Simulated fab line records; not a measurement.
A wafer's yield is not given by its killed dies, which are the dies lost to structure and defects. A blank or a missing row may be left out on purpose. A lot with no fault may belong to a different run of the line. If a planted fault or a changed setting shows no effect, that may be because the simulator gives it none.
Chamber matching	flow nandHarc	3 sister chambers for NHARC_A_CONTACT_DEP_29 on pecvd-04
The step deposits SiON, target thk 70 nm. 16 wafers are shown with their chamber, then 8 later ones without.

## WAFERS PAIRED WITH THEIR CHAMBERS
wafer	chamber	heaterPowerW (W)
L077.1	1	647
L077.4	0	756
L077.6	1	661
L082.2	0	746
L082.4	0	718
L082.6	2	769
L080.1	0	653
L080.2	1	684
L080.4	0	657
L085.4	0	766
L085.5	2	674
L085.6	1	684
L086.2	1	650
L086.4	0	704
L086.6	1	655
L090.1	2	777

SIGNATURES (averages over the wafers above)
reading	chamber 0	chamber 1	chamber 2	scatter within a chamber
heaterPowerW	714.29	663.50	740.00	39.7
Rule: for each reading, subtract the chamber's mean from the wafer's reading, divide by that reading's scatter and square the result; add these up over the readings and take the root, which gives the wafer's distance from the chamber. The wafer belongs to the nearest chamber; if the next one is less than 2 further off, it can't be placed. How the scatter is found: for the shown wafers, subtract from each reading the mean of its chamber, square and add these, divide the total by (wafers less chambers), then take the root.

## WAFERS WITHOUT THEIR CHAMBER
wafer	heaterPowerW (W)
L090.2	642
L090.5	796
L092.2	651
L092.5	797
L092.6	774
L094.1	768
L094.5	728
L094.6	713

## THE CHAMBER EACH PASSED THROUGH
wafer	from the rows above	in truth
L090.2	can't be placed: 1 or 0 or 2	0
L090.5	can't be placed: 2 or 0 or 1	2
L092.2	can't be placed: 1 or 0 or 2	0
L092.5	can't be placed: 2 or 0 or 1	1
L092.6	can't be placed: 2 or 0 or 1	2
L094.1	can't be placed: 2 or 0 or 1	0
L094.5	can't be placed: 2 or 0 or 1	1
L094.6	can't be placed: 0 or 2 or 1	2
Correctly placed: 0 of 8. These rows do not allow placing 8 (true chamber among the candidates in 8). Placed wrongly: 0.
